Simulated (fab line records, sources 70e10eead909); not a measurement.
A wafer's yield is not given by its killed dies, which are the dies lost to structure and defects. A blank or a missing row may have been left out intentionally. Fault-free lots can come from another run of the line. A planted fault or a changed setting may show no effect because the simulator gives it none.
Matching of chambers	flow nandHarc	NHARC_P_GATE_ETCH_32 on rieSi-03 has 4 sister chambers
The step etches the open film in HBr/Cl2, target depth 150 nm, time 100.1 s. 4 wafers are shown with their chamber, then 11 later ones without.

== WAFERS WITH THEIR CHAMBER ==
wafer	chamber	drypumpMotorCurrentA (A)
L087.2	0	5.2
L087.3	2	5.9
L087.5	1	5.6
L092.1	3	5.9

== WAFERS WHOSE CHAMBER IS MISSING ==
wafer	drypumpMotorCurrentA (A)
L092.2	5.2
L092.4	5.5
L095.1	5.9
L095.2	5.1
L095.5	5.1
L096.1	5.6
L096.4	5.9
L096.5	5.2
L096.2	5.9
L096.3	5.2
L096.6	5.9

== CHAMBER TAKEN BY EACH ==
wafer	from the rows above	in truth
L092.2	0	0
L092.4	1	1
L095.1	can't be placed: 2 or 3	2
L095.2	0	0
L095.5	0	0
L096.1	1	1
L096.4	can't be placed: 2 or 3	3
L096.5	0	0
L096.2	can't be placed: 2 or 3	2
L096.3	0	0
L096.6	can't be placed: 2 or 3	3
Placed correctly: 7 of 11. From these rows, 4 cannot be placed; in 4 the true chamber is one of the candidates. Number placed wrongly: 0.
How it was worked out, from the rows above alone: a wafer's distance from a chamber is the root of the sum, over the readings, of the square of ((its reading less the chamber's mean) divided by the reading's scatter). The wafer belongs to the nearest chamber; if the next one is less than 2 further off, it can't be placed. For every chamber, the mean is computed from those of its wafers that are shown. The scatter: root of mean squared gap, hidden wafer to nearest shown wafer, with one shown wafer a chamber.
